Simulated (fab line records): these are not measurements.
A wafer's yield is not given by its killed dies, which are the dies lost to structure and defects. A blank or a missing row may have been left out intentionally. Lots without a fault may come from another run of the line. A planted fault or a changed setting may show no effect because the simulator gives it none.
Lot-split experiment -- flow n5-finfet -- route with 1938 steps; 7 lots, 39 wafers read

## ABOUT THE SPLIT
At N5_GATE_CUT_ETCH_37 (etches SOC in N2/H2, target depth 60 nm, overetch 12 nm, time 90 s), the setting bias-w was moved away from the recipe's 150 W on 9 of the 39 wafers read, by -12.0% to +17.4%. For the rest of the wafers, this setting stayed at what the recipe calls for.

The reading is taken at the split's own step.

## THE READING
rf-vpp-V, in V, at N5_GATE_CUT_ETCH_37 (etches SOC in N2/H2, target depth 60 nm, overetch 12 nm, time 90 s). A value of 524.2 V with a standard deviation of 2.2 V is what fault-free wafers of this fab line usually give.

wafer,"tool, chamber at the split","bias-w as run, W",against the recipe,"rf-vpp-V, V",against lot-mates on the recipe
L077.2,"rie-diel-02, 0",150,recipe,526.3,-
L077.5,"rie-diel-02, 3",150,recipe,521.7,-
L077.6,"rie-diel-02, 2",150,recipe,522.8,-
L079.1,"rie-diel-02, 3",150,recipe,522.4,-
L079.2,"rie-diel-02, 0",150,recipe,526.5,-
L079.3,"rie-diel-02, 1",150,recipe,525.0,-
L079.4,"rie-diel-02, 2",150,recipe,522.9,-
L079.5,"rie-diel-02, 0",150,recipe,524.1,-
L079.6,"rie-diel-02, 3",150,recipe,522.6,-
L081.1,"rie-diel-06, 2",150,recipe,525.0,-
L081.2,"rie-diel-06, 0",150,recipe,525.5,-
L081.3,"rie-diel-06, 1",132,-12.0%,482.5,-44.3
L081.4,"rie-diel-06, 3",150,recipe,530.0,-
L081.5,"rie-diel-06, 0",132,-12.0%,482.0,-44.8
L081.6,"rie-diel-06, 3",132,-12.0%,486.6,-40.2
L088.1,"rie-diel-02, 0",166.9,+11.3%,563.9,+40.2
L088.2,"rie-diel-02, 2",150,recipe,523.9,-
L088.3,"rie-diel-02, 1",150,recipe,524.7,-
L088.4,"rie-diel-02, 3",166.9,+11.3%,557.8,+34.1
L088.5,"rie-diel-02, 2",150,recipe,522.5,-
L088.6,"rie-diel-02, 3",166.9,+11.3%,558.9,+35.2
L090.1,"rie-diel-02, 0",150,recipe,524.2,-
L090.2,"rie-diel-02, 1",150,recipe,525.1,-
L090.3,"rie-diel-02, 3",150,recipe,521.3,-
L090.4,"rie-diel-02, 0",150,recipe,526.8,-
L090.5,"rie-diel-02, 3",150,recipe,522.4,-
L090.6,"rie-diel-02, 1",150,recipe,524.0,-
L092.1,"rie-diel-06, 1",150,recipe,521.7,-
L092.2,"rie-diel-06, 2",150,recipe,524.2,-
L092.3,"rie-diel-06, 0",150,recipe,523.5,-
L092.4,"rie-diel-06, 3",150,recipe,529.3,-
L092.5,"rie-diel-06, 3",150,recipe,527.6,-
L092.6,"rie-diel-06, 2",150,recipe,524.0,-
L095.1,"rie-diel-06, 1",176.1,+17.4%,577.4,+53.2
L095.2,"rie-diel-06, 0",150,recipe,523.7,-
L095.3,"rie-diel-06, 3",176.1,+17.4%,584.2,+60.0
L095.4,"rie-diel-06, 2",150,recipe,524.0,-
L095.5,"rie-diel-06, 3",176.1,+17.4%,584.3,+60.1
L095.6,"rie-diel-06, 0",150,recipe,524.8,-

FIT RESULTS
A straight line over all 39 wafers: rf-vpp-V changes by +3.31 V for each +1% of bias-w; r = +0.99; the points scatter about the line by 2.3 V.
The same after taking each lot's own level away (the mean of its wafers on the recipe; 39 wafers): +3.38 V for each +1%; r = +1.00; scatter 2.3 V.
The reading moves by 59 V for the largest change in bias-w, on that fit.
Measured against the standard deviation above, the lots' own levels, which go from 523.60 to 526.83 V, span 1.5 times it.
Hence the lot-to-lot level has little effect on the slope; both slopes agree.
Check: +59.6 V against its lot-mates is what the line predicts for one of the wafers moved furthest among these (+17.4%) when that wafer is left out of the fit. Against them it came out at +53.2 V.
Tool readings at the split's step, against how far the setting was moved: rf-vpp-V r = +0.99.

## OTHER SPLITS ON THESE WAFERS
Note: prior to the reading, these wafers also went through further splits. Each is held against what the fit with the lots' levels taken away leaves over:
other split on the same wafers,wafers away from the commonest value,r with rf-vpp-V (lot level and that fit taken away)
N5_WELL_APT_IMPLANT_15 energy-kev,15,+0.03
N5_SD_EPI_P_ETCH_37 source-w,15,+0.03
N5_HKMG_FIN_HK_ALD_01 ald-cycles,18,+0.10
N5_HKMG_FIN_ETCH_54 cf4-flow-sccm,9,-0.02
N5_HKMG_FIN_ETCH_35 bias-w,12,+0.17

## THE WHOLE CHAIN: every reading that the file lists as answering this split, in the file's order
step,what it does,reading,change (the file's fit),r (the file's)
N5_GATE_CUT_ETCH_37,"etches SOC in N2/H2, target depth 60 nm, overetch 12 nm, time 90 s",rf-vpp-V,+3.37 V for each +1% of the setting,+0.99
N5_GATE_CUT_ETCH_37,"etches SOC in N2/H2, target depth 60 nm, overetch 12 nm, time 90 s","SiARC_of_GATE_CUT_COAT_35.thk-nm (the simulator's own value, which no gauge read)",-0.0485 nm for each +1% of the setting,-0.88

## THE FILE'S OWN FIT
rf-vpp-V changes by +3.37 V for each +1% of bias-w, r = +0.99.
